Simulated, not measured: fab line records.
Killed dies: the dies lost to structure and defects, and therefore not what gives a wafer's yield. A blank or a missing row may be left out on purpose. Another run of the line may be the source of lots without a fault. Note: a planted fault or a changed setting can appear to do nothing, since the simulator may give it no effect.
fab line records	flow n5_finfet
[record] lots = 8	wafers = 24	last_day = 18
route steps=1938 shown HKMG_FIN@461 GATE_CUT@465 BEOL_M4@1111 PASSIVATION@1936
lots that met no fault: from a run of the same line without faults
start_h: hours from the record's opening day to when the first of the lot's shown wafers began	wait_h: hours since the lot's step before	" the same as in the row above	L1.1+2: one row covering several wafers at once	- no value present, or no start provided	* or withheld: withheld	< > ~ a bound
route shown NAME@n: names a module that has steps shown in the file, with the first one's number in the route	usual: average and standard deviation across the fault-free wafers	same: alike in all rows	chamber/n: place in a boat	sites: each site's reading	_std_site: the values' standard deviation	_edge_site: outer sites' mean less inner sites'	radius_mm: for every site, how far away it sits from the centre of the wafer	mask NAME#n: copy n	behind: the tool/chamber that last shaped the wafer	hold: why the lot was held/for how many hours/how that ended	device: whichever transistor did not switch (one of n, p or np)	end of line: tests run on the same wafers once the route is complete	a step given without rows: its recipe and nothing more	killed: count of dies lost to structure and defects at first sort (not the wafer's yield)	map: a wafer's dies, x killed, . not, _ none there
set.NAME: the setting as run; set.NAME@STEP: as run at that earlier step	model.NAME: the simulator's own value behind a step, which no gauge read
route steps across a sampled set of lots; one table per step, one row per wafer
services: from which hour (start_h, from the record's first day; less than 0 if before it) a tool's chamber was out of use, for how many hours, and why
[[steps]]
[step N5_HKMG_FIN_CMP_23]
[recipe] stop_on = SiNx	t_overpolish_s = 10	post_cmp_clean = rinse_only	down_force_psi = 4	platen_rpm = 50.289	pad_velocity_m_s = 1.0006	target_thk_nm = 46.326
[usual] edge_zone_pressure_frac = 1.000/0.0052	head_pressure_psi = 3.999/0.0087	motor_current_A = 11.2/1.5	overpolish_run_s = 10.001/0.0089	slurry_filter_dp_kPa = 13.50/0.13	slurry_flow_ml_min = 150.0/0.46	time_to_endpoint_s = 12.3/2
lot.wafer	tool	chamber	start_h	wait_h	edge_zone_pressure_frac	head_pressure_psi	motor_current_A	overpolish_run_s	slurry_filter_dp_kPa	slurry_flow_ml_min	time_to_endpoint_s
L274.2	cmp-04	1	84.47	0.0	1.007	3.997	12.9	10.004	13.54	149.8	13.3
L274.3	"	2	"	"	1.000	3.996	10.7	9.998	13.44	150.6	13.2
L274.6	"	2	"	"	0.994	3.994	10.7	9.993	13.71	150.6	11.6
L275.4	cmp-03	0	84.77	0.1	1.003	4.003	13.2	9.996	13.47	149.4	12.0
L275.3	"	2	"	"	0.997	3.997	12.6	10.007	13.37	150.2	14.4
L275.6	"	0	"	"	0.997	3.994	12.7	10.001	13.38	149.2	11.2
L278.3	cmp-03	0	104.42	0.0	1.001	4.011	13.0	9.988	13.77	150.5	13.8
L278.4	"	2	"	"	1.004	4.005	12.2	9.987	13.50	150.2	9.2
L278.5	"	1	"	"	0.993	3.991	11.6	10.003	13.49	150.5	13.4
L281.2	cmp-04	0	120.01	0.3	1.006	4.001	9.2	9.991	13.69	148.7	15.0
L281.6	"	1	"	"	0.994	3.997	13.3	9.981	13.31	149.9	11.4
L281.5	"	2	"	"	1.000	4.016	11.1	10.009	13.53	150.6	9.6
L290.4	cmp-04	1	177.76	0.0	0.998	3.992	13.0	9.988	13.52	150.5	6.9
L290.3	"	3	"	"	1.004	4.004	9.9	9.996	13.20	150.0	6.5
L290.1	"	0	"	"	0.998	4.004	8.8	10.019	13.43	150.3	9.8
L291.3	cmp-01	2	180.35	0.0	0.998	4.003	9.7	10.006	13.32	150.3	14.7
L291.2	"	3	"	"	1.000	4.006	11.0	9.993	13.40	149.8	10.8
L291.6	"	2	"	"	1.004	3.999	9.4	10.003	13.45	149.9	13.0
L297.4	cmp-01	1	215.52	0.0	0.999	3.997	13.2	10.000	13.35	150.0	16.0
L297.6	"	1	"	"	0.996	3.998	13.6	10.006	13.60	149.7	11.2
L297.5	"	2	"	"	0.997	4.003	9.4	9.998	13.35	149.6	17.8
L296.3	cmp-04	2	219.69	0.1	0.999	4.012	10.8	9.999	13.49	149.4	12.9
L296.2	"	1	"	"	1.000	3.996	13.4	9.991	13.71	149.9	12.0
L296.5	"	3	"	"	0.996	3.995	9.8	10.000	13.58	150.4	10.3
[step N5_GATE_CUT_ETCHBACK_00]
[recipe] chemistry = SF6/Cl2	target = W	pressure_mtorr = 8	icp_w = 900	bias_w = 80	SF6_flow_sccm = 40	Cl2_flow_sccm = 60
[usual] drypump_motor_current_A = 5.4/0.51	oes_product_au = 0.75/0.1	rf_fwd_power_W = 895.4/2.6	throttle_valve_pct = 27.46/0.26
lot.wafer	tool	chamber	start_h	wait_h	drypump_motor_current_A	oes_product_au	rf_fwd_power_W	rf_hours_counter_h	throttle_valve_pct
L274.2	rie_metal-02	0	85.22	0.0	5.3	0.67	898.3	95	27.74
L274.3	"	1	"	"	5.6	0.57	890.6	-	27.71
L274.6	"	1	"	"	5.6	0.57	893.3	-	27.73
L275.3	rie_metal-01	0	85.48	0.1	5.7	0.81	894.0	-	27.42
L275.4	"	1	"	"	6.3	0.69	889.8	-	27.09
L275.6	"	0	"	"	5.7	0.80	893.1	-	27.42
L278.3	rie_metal-03	0	105.20	0.1	4.9	0.91	897.3	-	27.18
L278.4	"	1	"	"	4.9	0.69	898.4	-	27.74
L278.5	"	0	"	"	4.9	0.91	897.3	-	27.19
L281.2	rie_metal-02	0	120.55	0.1	5.3	0.65	894.8	-	27.75
L281.5	"	0	"	"	5.3	0.65	895.3	-	27.75
L281.6	"	0	"	"	5.3	0.65	893.0	-	27.75
L290.1	rie_metal-03	0	178.51	0.0	4.9	0.88	897.0	14	27.19
L290.3	"	0	"	"	4.9	0.88	894.4	-	27.20
L290.4	"	1	"	"	4.9	0.68	896.7	-	27.75
L291.2	rie_metal-02	1	181.09	0.0	5.6	0.92	898.2	3	27.47
L291.3	"	1	"	"	5.6	0.93	896.6	-	27.47
L291.6	"	0	"	"	5.3	0.64	897.6	-	27.75
L297.4	rie_metal-03	1	216.31	0.1	4.9	0.68	898.7	-	27.77
L297.5	"	1	"	"	4.9	0.68	896.1	-	27.77
L297.6	"	0	"	"	4.9	0.86	896.0	-	27.22
L296.2	rie_metal-03	0	220.44	0.0	4.9	0.86	897.2	18	27.22
L296.3	"	0	"	"	4.9	0.85	900.0	-	27.22
L296.5	"	1	"	"	4.9	0.67	895.2	-	27.77
[step N5_GATE_CUT_CMP_02]
[recipe] stop_on = SiO2	t_overpolish_s = 12.7	post_cmp_clean = alkaline_brush	down_force_psi = 2.5	platen_rpm = 51.8	pad_velocity_m_s = 1.0307	target_thk_nm = 0
[usual] edge_zone_pressure_frac = 1.000/0.0048	head_pressure_psi = 2.500/0.0054	motor_current_A = 9.0/0.99	overpolish_run_s = 12.701/0.0088	slurry_filter_dp_kPa = 13.51/0.12	slurry_flow_ml_min = 150.0/0.47	time_to_endpoint_s = 25.9/2
lot.wafer	tool	chamber	start_h	wait_h	edge_zone_pressure_frac	head_pressure_psi	motor_current_A	overpolish_run_s	slurry_filter_dp_kPa	slurry_flow_ml_min	time_to_endpoint_s
L274.2	cmp-01	3	88.19	0.1	1.001	2.500	8.2	12.699	13.53	150.9	21.6
L274.3	"	1	"	"	1.005	2.509	10.0	12.698	13.52	149.4	21.9
L274.6	"	2	"	"	0.998	2.500	7.8	12.707	13.77	150.3	26.0
L275.4	cmp-03	2	88.71	0.0	0.996	2.498	9.5	12.711	13.32	150.8	23.0
L275.3	"	0	"	"	1.008	2.501	10.4	12.707	13.53	150.0	25.5
L275.6	"	3	"	"	0.993	2.501	9.7	12.708	13.73	150.2	25.1
L278.4	cmp-01	2	108.04	0.0	1.001	2.496	7.2	12.687	13.52	151.0	30.6
L278.3	"	1	"	"	0.999	2.490	9.7	12.695	13.58	149.5	25.7
L278.5	"	3	"	"	0.992	2.495	8.3	12.699	13.45	149.7	27.2
L281.2	cmp-02	2	123.88	0.2	1.006	2.503	9.3	12.710	13.31	149.1	28.8
L281.5	"	3	"	"	0.994	2.496	8.9	12.697	13.36	149.3	29.5
L281.6	"	0	"	"	1.002	2.509	9.4	12.686	13.41	150.8	29.5
L290.3	cmp-02	3	182.72	0.1	-	-	-	-	-	-	-
L290.1	"	0	"	"	-	-	-	-	-	-	-
L290.4	"	2	"	"	-	-	-	-	-	-	-
L291.3	cmp-01	2	184.94	0.1	-	-	-	-	-	-	-
L291.2	"	3	"	"	-	-	-	-	-	-	-
L291.6	"	2	"	"	-	-	-	-	-	-	-
L297.4	cmp-01	3	219.29	0.2	1.001	2.493	8.9	12.696	13.51	149.4	24.7
L297.6	"	3	"	"	1.006	2.500	8.2	12.691	13.33	150.2	27.7
L297.5	"	0	"	"	1.006	2.496	8.0	12.702	13.79	150.0	26.9
L296.2	cmp-02	1	223.40	0.1	1.000	2.506	10.5	12.697	13.53	150.3	23.2
L296.3	"	3	"	"	0.999	2.494	10.2	12.695	13.47	149.8	24.7
L296.5	"	0	"	"	1.000	2.496	9.2	12.692	13.48	149.4	24.8
[step N5_GATE_CUT_HM_DEP_46]
[recipe] material = SiO2	target_thk_a = 1300	temp_c = 400	precursor = TEOS/O2	pressure_torr = 6.5	rf_w = 900	teos_flow_sccm = 161.4	gas = O2	flow_sccm = 2650	time_s = 26.6
[usual] heater_power_w = 529/74	rf_fwd_power_W = 892/3.8	showerhead_plenum_p_Torr = 8.35/0.032	throttle_valve_pct = 18.4/1.1
lot.wafer	tool	chamber	start_h	wait_h	heater_power_w	rf_fwd_power_W	showerhead_plenum_p_Torr	throttle_valve_pct
L274.2	pecvd-03	0	88.49	0.0	505	890	8.34	18.8
L274.3	"	2	"	"	536	897	8.38	16.6
L274.6	"	2	"	"	551	894	8.36	16.6
L275.3	pecvd-03	0	89.04	0.0	402	891	8.34	18.9
L275.4	"	1	"	"	546	888	8.38	20.7
L275.6	"	2	"	"	563	898	8.38	16.5
L278.3	pecvd-04	1	108.37	0.0	406	882	8.36	18.4
L278.4	"	2	"	"	613	894	8.29	18.6
L278.5	"	1	"	"	418	882	8.38	17.8
L281.2	pecvd-04	2	124.09	0.0	537	896	8.29	18.7
L281.5	"	2	"	"	544	898	8.29	18.5
L281.6	"	0	"	"	570	888	8.33	17.9
L290.1	pecvd-04	0	183.05	0.0	607	895	8.30	17.9
L290.3	"	1	"	"	420	889	8.38	18.1
L290.4	"	1	"	"	424	885	8.37	18.0
L291.2	pecvd-02	2	185.23	0.0	458	896	8.35	17.1
L291.3	"	0	"	"	578	893	8.38	19.9
L291.6	"	2	"	"	460	896	8.37	17.3
L297.4	pecvd-04	1	219.64	0.1	457	884	8.39	18.1
L297.5	"	0	"	"	680	892	8.32	17.9
L297.6	"	1	"	"	462	891	8.40	18.1
L296.2	pecvd-02	1	223.70	0.0	517	897	8.34	19.9
L296.3	"	2	"	"	435	899	8.34	17.7
L296.5	"	0	"	"	560	892	8.39	19.5
[step N5_GATE_CUT_ETCH_19]
[recipe] chemistry = CH3F/O2	target = SiNx	mask_material = SiO2	target_depth_a = 537	time_s = 76.7	pressure_mtorr = 30	source_w = 395	bias_w = 73	Ar_flow_sccm = 150	CH3F_flow_sccm = 30	O2_flow_sccm = 20	ion_energy_ev = 120	ends = cleared
[usual] CH3F_flow_sccm = 30.00/0.087	drypump_motor_current_A = 5.8/0.33	etch_rf_on_time_s = 76.6/0.86	mfc_ar_sccm = 150.0/0.48	oes_product_au = 0.67/0.071	rf_fwd_power_W = 390.6/1.4	rf_vpp_V = 298/3	showerhead_plenum_p_Torr = 2.01/0.073	throttle_valve_pct = 16.35/0.28
lot.wafer	tool	chamber	start_h	wait_h	CH3F_flow_sccm	drypump_motor_current_A	etch_rf_on_time_s	mfc_ar_sccm	oes_product_au	rf_fwd_power_W	rf_hours_counter_h	rf_vpp_V	showerhead_plenum_p_Torr	throttle_valve_pct
L274.2	rie_diel-04	0	89.36	0.0	30.02	5.8	76.0	150.6	0.83	389.8	1	293	1.97	15.86
L274.3	"	3	"	"	30.04	5.7	75.4	149.3	0.76	392.2	36	296	2.12	16.14
L274.6	"	2	"	"	30.01	6.0	76.5	149.7	0.59	393.7	-	298	2.05	16.59
L275.3	rie_diel-06	2	89.95	0.0	30.06	5.5	77.3	150.3	0.66	391.6	130	297	1.93	16.54
L275.4	"	1	"	"	30.07	5.9	76.2	149.5	0.67	391.6	121	300	1.92	16.43
L275.6	"	3	"	"	30.10	6.4	76.0	150.2	0.62	391.0	-	301	1.91	16.11
L278.3	rie_diel-06	2	109.91	0.0	30.12	5.5	77.2	149.7	0.66	390.6	133	296	1.93	16.56
L278.4	"	1	"	"	30.11	6.0	75.4	149.8	0.66	390.2	125	299	1.92	16.44
L278.5	"	0	"	"	29.93	5.5	76.8	150.0	0.61	390.3	-	302	2.08	16.86
L281.2	rie_diel-03	1	124.99	0.0	30.01	5.9	77.9	149.8	0.63	389.4	182	300	1.99	16.39
L281.5	"	0	"	"	29.95	5.6	78.3	150.0	0.61	390.8	-	302	2.06	16.25
L281.6	"	3	"	"	29.98	6.6	76.8	150.0	0.70	388.9	-	300	1.94	16.32
L290.1	rie_diel-04	0	183.85	0.0	29.99	5.8	82.0	150.7	1.19	389.3	32	295	1.96	15.95
L290.3	"	2	"	"	29.95	6.1	81.5	150.6	1.32	392.3	3	299	2.04	16.20
L290.4	"	3	"	"	29.88	5.7	81.3	149.2	1.14	391.9	62	297	2.11	16.21
L291.2	rie_diel-03	2	186.07	0.0	30.01	5.3	83.2	149.5	1.25	393.7	15	303	2.05	16.26
L291.3	"	3	"	"	29.85	6.6	83.4	148.9	1.08	391.4	90	297	1.93	16.38
L291.6	"	3	"	"	29.96	6.6	84.8	149.9	1.07	388.6	-	299	1.93	16.39
L297.4	rie_diel-06	1	220.51	0.0	29.87	5.9	75.6	149.0	0.64	390.9	157	299	1.91	16.53
L297.5	"	0	"	"	29.97	5.5	77.3	150.5	0.58	388.7	-	301	2.07	16.92
L297.6	"	1	"	"	30.08	5.9	76.7	149.5	0.63	390.6	-	300	1.91	16.51
L296.2	rie_diel-04	3	224.51	0.0	29.99	5.7	76.6	150.3	0.71	391.8	72	298	2.11	16.20
L296.3	"	0	"	"	29.92	5.8	76.6	150.0	0.73	391.3	43	292	1.96	15.94
L296.5	"	1	"	"	30.17	5.7	77.1	150.3	0.61	389.6	-	297	2.08	16.52
[step N5_BEOL_M4_RC_MEAS_101]
[usual] DIBL_N = 35.8/1.4	DIBL_P = 35.8/1.6	IOFF_N = 0.152/0.021	IOFF_P = 0.204/0.027	ION_N = 672/8.7	ION_P = 461/6.2	SS_N = 71.5/0.54	SS_P = 73.1/0.57	VT_N = 250.0/2.5	VT_P = -250.6/2.7
lot.wafer	tool	chamber	start_h	wait_h	DIBL_N[mV/V]	DIBL_P[mV/V]	IOFF_N[nA/um]	IOFF_P[nA/um]	ION_N[uA/um]	ION_P[uA/um]	SS_N[mV/dec]	SS_P[mV/dec]	VT_N[mV]	VT_P[mV]
L274.2	prober-01	0	184.26	0.2	35.2	35.6	0.168	0.230	678	466	71.2	72.4	247.5	-248.2
L274.3	"	0	"	"	33.2	33.7	0.141	0.197	680	463	70.2	72.3	251.0	-248.5
L274.6	"	0	"	"	34.6	34.7	0.152	0.206	673	463	71.4	73.0	249.4	-247.2
L275.3	prober-01	0	192.44	0.3	36.7	38.0	0.175	0.212	683	463	72.8	73.2	251.0	-252.0
L275.4	"	0	"	"	35.8	37.4	0.163	0.192	692	462	72.6	72.9	249.6	-252.6
L275.6	"	0	"	"	35.3	36.7	0.156	0.185	680	461	72.0	72.8	250.9	-254.4
L278.3	prober-02	0	199.18	0.3	35.7	36.7	0.159	0.223	679	466	72.1	73.0	247.3	-249.0
L278.4	"	0	"	"	35.0	35.6	0.147	0.202	667	464	71.3	72.2	246.3	-247.8
L278.5	"	0	"	"	35.7	37.1	0.171	0.229	686	463	71.1	72.8	245.7	-248.5
L281.2	prober-02	0	225.48	0.2	36.6	37.1	0.160	0.233	679	465	71.1	72.5	248.2	-248.4
L281.5	"	0	"	"	36.0	37.2	0.155	0.227	671	467	71.5	73.1	247.8	-247.3
L281.6	"	0	"	"	33.9	34.4	0.123	0.188	679	468	71.0	72.1	251.9	-248.1
L297.4	prober-01	0	309.90	0.5	35.5	34.8	0.152	0.199	663	452	72.0	72.9	249.4	-251.6
L297.5	"	0	"	"	36.2	35.3	0.175	0.220	669	461	72.1	72.5	246.1	-247.8
L297.6	"	0	"	"	35.4	34.3	0.147	0.200	670	460	71.0	72.5	251.8	-249.4
L296.2	prober-02	0	316.41	0.2	36.5	34.4	0.165	0.203	681	463	71.1	74.1	247.6	-251.2
L296.3	"	0	"	"	36.4	34.3	0.173	0.205	680	457	71.3	72.7	247.0	-249.2
L296.5	"	0	"	"	36.7	34.6	0.174	0.209	670	466	71.8	73.6	247.0	-248.4
[step N5_PASSIVATION_PROBE_49]
[usual] defect_limited_yield = 91.6/1.4	killed_at_M0_to_M3 = 33/9.7	killed_at_M4_up = 13/5.4	killed_at_contacts = 13/6.6	killed_at_front_end = 36/11	killed_at_other = 3.9/3	killed_dies = 99/16	killed_on_rim = 13/3.8	killed_open = 66/12	killed_short = 32/7.9	sort_bin_5_function = 4.9/0.9	sort_bin_6_memory = 3.2/0.67	sort_n_pass = 1081/16	sort_yield_pct = 91.6/1.4
[same] gross_dies = 1180	killed_at_back_side = 0	sort_bin_4_leakage[%] = 0	sort_bin_8_speed[%] = 0
lot.wafer	tool	chamber	start_h	wait_h	defect_limited_yield[%]	killed_at_M0_to_M3	killed_at_M4_up	killed_at_contacts	killed_at_front_end	killed_at_other	killed_dies	killed_on_rim	killed_open	killed_short	sort_bin_5_function[%]	sort_bin_6_memory[%]	sort_n_pass	sort_yield_pct[%]
L274.2	prober-02	-	292.69	0.1	92.1	24	24	17	23	5	93	11	59	34	4.1	3.5	1087	92.1
L274.3	prober-02	-	292.74	0.1	91.1	39	28	6	29	3	105	7	63	40	5.6	2.8	1075	91.1
L274.6	prober-02	-	292.89	0.3	93.3	27	21	5	24	2	79	8	50	28	3.3	3.1	1101	93.3
L281.5	prober-01	-	333.65	0.2	89.7	39	17	25	38	3	122	17	76	46	6.5	3.6	1058	89.7
L281.6	prober-01	-	333.70	0.3	89.2	46	19	16	40	6	127	11	90	36	5.5	5.1	1053	89.2
L290.1	prober-01	-	370.92	0.0	0	67	4	8	1100	1	1180	152	75	54	95.7	3.7	0	0
L290.3	prober-01	-	371.02	0.1	0	45	6	6	1120	3	1180	152	56	38	96.0	3.6	0	0
L290.4	prober-01	-	371.07	0.2	0	53	6	8	1113	0	1180	152	69	28	96.5	3.1	0	0
L291.2	prober-01	-	380.51	0.1	0	32	4	16	1124	4	1180	152	56	28	96.7	3.0	0	0
L291.3	prober-01	-	380.56	0.1	0	26	5	20	1127	2	1180	152	68	30	96.6	3.2	0	0
L291.6	prober-01	-	380.71	0.3	0	21	18	25	1108	8	1180	152	69	30	97.3	2.5	0	0
// killed by level:class
L274.2 MOL_CONTACT_COAG:geometric_particle:open=13 BEOL_M4:geometric_particle:open=12 BEOL_M0_SAQP:geometric_particle:short=9 BEOL_M0_SAQP:geometric_particle:open=8 DUMMY_GATE:geometric_particle:open=5 MOL_CONTACT_COAG:geometric_particle:short=4 BEOL_M4:geometric_particle:short=3 PASS1_CAP:geometric_particle:short=3
L274.3 BEOL_M4:geometric_particle:open=15 BEOL_M0_SAQP:geometric_particle:short=15 BEOL_M0_SAQP:geometric_particle:open=9 STI_FIN_REVEAL:geometric_particle:open=7 BEOL_M2:geometric_particle:open=5 BEOL_M3:geometric_particle:open=5 BEOL_M4:geometric_particle:short=5 FIN_SAQP:geometric_particle:open=4
L274.6 BEOL_M0_SAQP:geometric_particle:short=7 DUMMY_GATE:geometric_particle:open=6 BEOL_M4:geometric_particle:open=6 STI_FIN_REVEAL:geometric_particle:open=4 BEOL_M2:geometric_particle:open=4 BEOL_M7:geometric_particle:open=4 BEOL_M0_SAQP:geometric_particle:open=4 BEOL_M0:geometric_particle:open=4
L281.5 MOL_CONTACT_COAG:geometric_particle:open=20 BEOL_M0_SAQP:geometric_particle:short=11 FIN_SAQP:geometric_particle:short=8 BEOL_M2:geometric_particle:open=8 BEOL_M1:geometric_particle:open=7 FIN_SAQP:geometric_particle:open=6 DUMMY_GATE:geometric_particle:open=6 BEOL_M0_SAQP:geometric_particle:open=6
L281.6 MOL_CONTACT_COAG:geometric_particle:open=15 FIN_SAQP:geometric_particle:open=14 BEOL_M2:geometric_particle:open=14 BEOL_M1:geometric_particle:open=13 FIN_SAQP:geometric_particle:short=7 BEOL_M0_SAQP:geometric_particle:open=7 BEOL_M4:geometric_particle:open=7 BEOL_M0_SAQP:geometric_particle:short=5
L290.1 GATE_CUT:area_cmp=1051 BEOL_M0_SAQP:geometric_particle:short=29 BEOL_M0_SAQP:geometric_particle:open=18 STI_FIN_REVEAL:geometric_particle:open=14 FIN_SAQP:geometric_particle:open=7 MOL_CONTACT_COAG:geometric_particle:open=6 FIN_SAQP:geometric_particle:short=5 GATE_CUT:geometric_particle:open=5
L290.3 GATE_CUT:area_cmp=1086 BEOL_M0_SAQP:geometric_particle:short=12 BEOL_M1:geometric_particle:open=10 STI_FIN_REVEAL:geometric_particle:open=9 GATE_CUT:geometric_particle:short=6 BEOL_M0_SAQP:geometric_particle:open=6 BEOL_M2:geometric_particle:open=6 MOL_CONTACT_COAG:geometric_particle:open=5
L290.4 GATE_CUT:area_cmp=1082 BEOL_M0_SAQP:geometric_particle:open=20 BEOL_M0_SAQP:geometric_particle:short=11 STI_FIN_REVEAL:geometric_particle:open=8 GATE_CUT:geometric_particle:open=7 MOL_CONTACT_COAG:geometric_particle:open=7 BEOL_M2:geometric_particle:open=7 BEOL_M1:geometric_particle:open=6
L291.2 GATE_CUT:area_cmp=1096 MOL_CONTACT_COAG:geometric_particle:open=14 BEOL_M1:geometric_particle:open=9 FIN_SAQP:geometric_particle:short=8 GATE_CUT:geometric_particle:short=6 BEOL_M2:geometric_particle:open=6 FIN_SAQP:geometric_particle:open=5 BEOL_M3:geometric_particle:open=5
L291.3 GATE_CUT:area_cmp=1081 STI_FIN_REVEAL:geometric_particle:open=21 MOL_CONTACT_COAG:geometric_particle:open=13 BEOL_M1:geometric_particle:open=8 MOL_CONTACT_COAG:geometric_particle:short=7 GATE_CUT:geometric_particle:short=6 BEOL_M2:geometric_particle:open=6 STI_FIN_REVEAL:geometric_particle:short=5
L291.6 GATE_CUT:area_cmp=1081 MOL_CONTACT_COAG:geometric_particle:open=20 BEOL_M4:geometric_particle:open=11 FIN_SAQP:geometric_particle:open=7 STI_FIN_REVEAL:geometric_particle:open=7 MOL_CONTACT_COAG:geometric_particle:short=5 BEOL_M1:geometric_particle:open=5 FIN_SAQP:geometric_particle:short=4
[[services]]
tool	chamber	start_h	hours	kind
cmp-04	-	60.83	4.0	pm
pecvd-03	-	65.32	0.7	repair
rie_diel-03	-	76.80	0.4	repair
pecvd-04	-	90.88	1.2	repair
rie_metal-03	-	104.56	0.4	repair
rie_diel-06	-	106.40	2.8	pm
rie_diel-04	3	108.80	7.5	repair
cmp-04	-	110.05	3.5	repair
cmp-03	-	114.02	4.0	pm
rie_metal-02	-	116.87	1.4	pm
rie_metal-02	1	119.03	8.3	repair
cmp-02	-	123.99	7.3	pm
cmp-01	-	126.15	2.8	repair
cmp-03	-	129.11	5.0	pm
rie_diel-04	1	146.38	8.4	repair
rie_metal-02	0	190.68	15.2	repair
cmp-01	-	195.05	4.0	repair
rie_diel-04	3	195.40	5.2	repair
cmp-01	-	202.53	2.6	repair
rie_diel-04	-	207.32	0.2	repair
pecvd-03	-	210.90	0.7	repair
cmp-03	-	212.43	9.3	pm
cmp-04	-	213.85	2.0	repair
cmp-02	-	217.07	4.0	pm
[[key]]
[first_sign] step = N5_GATE_CUT_CMP_02	reading = tool_record	direction = missing
[effect] step = N5_GATE_CUT_ETCH_19	reading = oes_product_au	direction = up	sigmas = 7.1	usual = 0.67	struck = 1.17
[effect] step = N5_PASSIVATION_PROBE_49	reading = killed_at_front_end	direction = up	sigmas = 99+	usual = 36	struck = 1115
[more_kills_born_at] N5_GATE_CUT_CMP_02@cmp-01 = 3256	N5_GATE_CUT_CMP_02@cmp-02 = 3218
met_at N5_GATE_CUT_CMP_02
struck_lots L290,L291
later_rows_left_out L290.1,L290.3,L290.4,L291.2,L291.3,L291.6
not_acting_at N5_HKMG_FIN_CMP_23,N5_GATE_CUT_ETCHBACK_00,N5_GATE_CUT_HM_DEP_46
onset_between 123.88 182.72
[fault] kind = skipped_step_whole	tool = cmp-01,cmp-02	chamber = -	onset_h = 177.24	steps = N5_GATE_CUT_CMP_02	scope = struck_lots_only
// later_rows_left_out: the simulator's readings of these wafers behind a module that went badly wrong aren't trusted and aren't shown, but for the sort
